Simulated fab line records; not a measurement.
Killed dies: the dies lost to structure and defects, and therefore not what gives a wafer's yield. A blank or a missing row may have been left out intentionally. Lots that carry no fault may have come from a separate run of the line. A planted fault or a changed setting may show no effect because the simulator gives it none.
Comparing a struck lot with a sound one	flow n5_finfet	36 steps out of a route of 1938
Sound: these wafers, L520.3, L520.5, L520.6. Struck: wafer L532.5 (left out: L532.4, a lot-mate that was not struck); the cause follows at the end.
For every step that has rows: the tool of each side, followed by ch and its chambers, followed by its first start. Under that, the readings that differ: sound wafers	struck wafers	difference of the means	sigmas: that difference in standard deviations of wafers without a fault.
alike: readings with means less than 2 such deviations apart, plus words and numbers identical on both sides. not compared: withheld readings, readings lacking a value on some wafer, bounds such as >300 that could conceal the same value, and numbers that have no deviation in the record and whose values overlap.
The two part at a step that has a row with sigmas, a row that says differs or no value, or rows on one side only. Numbers that have no deviation but don't overlap get no sigmas and don't part them. A reading that every wafer of one side lacks parts them only if that side has two wafers or more.

first, 10 steps without rows for these wafers: N5_FIN_SAQP_ETCH_67 (etches SiNx in CH3F/O2, target depth 30 nm); N5_FIN_SAQP_STRIP_70 (strips in N2/H2); N5_FIN_SAQP_RECESS_71 (chemistry HF/NH3, target SiO2, target depth 3 nm, afs cycles 1, sublimation time 60 s); N5_FIN_SAQP_SPACER2_ALD_28 (deposits SiO2, target thk 8.1 nm, pulse time 1 s, purge time 2 s); N5_FIN_SAQP_SPACER2_ETCHBACK_29 (etches SiO2 in CHF3/O2, target depth 12.2 nm, time 6.1 s); N5_FIN_SAQP_MANDREL2_REMOVE_60 (chemistry HBr/Cl2/O2, target a-Si, stops on SiNx, bt time 10 s); N5_FIN_SAQP_HM_OPEN_33 (chemistry CH3F/O2, target SiNx, target depth 49.4 nm, time 70.6 s); N5_FIN_SAQP_ETCH_34 (etches SiO2 in C4F6/O2, target depth 45 nm, time 15 s); N5_FIN_SAQP_STRIP_77 (strips in N2/H2, time 90 s); N5_FIN_SAQP_ETCH_64 (etches SiO2 in CF4, target depth 1.5 nm).
N5_FIN_SAQP_FIN_ETCH_36: etches the open film in HBr/Cl2/O2, target depth 120 nm, time 50.4 s.
  sound on rie_si-02 ch 0,3, day 3 20:49; struck on rie_si-03 ch 3, day 6 19:56
reading	sound	struck	difference	sigmas
oes_product_au (a.u.)	1.007 1.019 1.023	0.742	-0.274	-12
model.FIN_SAQP.feature_depth_nm (nm)	123 122.2 123.6	77.8	-45.1	
model.etch.depth_nm (nm)	123 122.2 123.7	77.76	-45.21	
model.SiNx_of_FIN_SAQP_HM_DEP_03.thk_nm (nm)	20 21 20.4	25.8	+5.3	
  alike: drypump_motor_current_A, oes_o_777_au, throttle_valve_pct
  not compared: rf_hours_counter_h
then, 3 steps without rows for these wafers: N5_FIN_SAQP_PRECLEAN_38 (cleans in O3/DIW, time 45 s); N5_FIN_SAQP_PRECLEAN_45 (cleans in dHF, time 10 s); N5_FIN_SAQP_SRD_39 (time 30 s).
N5_FIN_SAQP_OCD_MEAS_76:
  sound: ocd-01 at day 3 21:03; struck: ocd-02 at day 6 20:10
reading	sound	struck	difference	sigmas
trench_depth_nm (nm)	123 122 124	78	-45	-15
then, 20 steps without rows for these wafers: N5_FIN_CUT_COAT_18 (time 60 s, resist thk 230 nm); N5_FIN_CUT_COAT_19 (time 60 s, resist thk 20 nm); N5_FIN_CUT_COAT_29 (time 60 s, resist thk 10 nm); N5_FIN_CUT_COAT_02 (resist thk 30 nm); N5_FIN_CUT_EBR_04; N5_FIN_CUT_SOFTBAKE_03 (time 60 s); N5_FIN_CUT_EXPOSE_05 (exposes mask FIN CUT); N5_FIN_CUT_PEB_06 (peb time 60 s); N5_FIN_CUT_DEVELOP_07 (develop time 30 s); N5_FIN_CUT_DESCUM_13 (chemistry O2, time 7 s); N5_FIN_CUT_ETCH_30 (etches underlayer in N2/H2, target depth 13 nm, time 10.4 s); N5_FIN_CUT_ETCH_20 (etches SiARC in CF4, target depth 26 nm, time 43.3 s); N5_FIN_CUT_ETCH_21 (etches SOC in N2/H2, target depth 219 nm, overetch 43.8 nm, time 523.5 s); N5_FIN_CUT_STRIP_23 (strips in N2/H2); N5_FIN_CUT_STRIP_31 (strips in N2/H2); N5_FIN_CUT_STRIP_24 (strips in CF4); N5_FIN_CUT_CUT_ETCH_26 (etches SiNx in CH3F/O2, target depth 39 nm, time 55.7 s); N5_FIN_CUT_CUT_ETCH_27 (etches SiO2 in CHF3/O2, target depth 4 nm, overetch 2 nm, time 4.9 s); N5_FIN_CUT_PRECLEAN_35 (cleans in vHF, time 13.3 s); N5_FIN_CUT_CUT_ETCH_15 (etches Si in HBr/Cl2/O2, target depth 100 nm, bt time 10 s, time 42.4 s).
N5_STI_FIN_REVEAL_RECESS_09: chemistry HF/NH3, target SiO2, afs cycles 11, target depth 42.5 nm, sublimation time 60 s.
  sound on vapor_etch-02 ch 0,1, day 4 05:37; struck on vapor_etch-01 ch 1, day 7 04:41
reading	sound	struck	difference	sigmas
model.SiNx_of_FIN_SAQP_HM_DEP_03.thk_nm (nm)	17 18 17.4	23	+6	
  alike: drypump_motor_current_A, sublimation_temp_c

## WHERE THEY PART
Last at N5_FIN_SAQP_OCD_MEAS_76 as far as this record goes, first at N5_FIN_SAQP_FIN_ETCH_36. Later steps at which nothing parts them and some readings are alike: N5_STI_FIN_REVEAL_RECESS_09.

WHY: the cause the simulator had injected
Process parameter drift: rie_si-03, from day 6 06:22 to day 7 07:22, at N5_FIN_SAQP_FIN_ETCH_36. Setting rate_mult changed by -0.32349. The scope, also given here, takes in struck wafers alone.
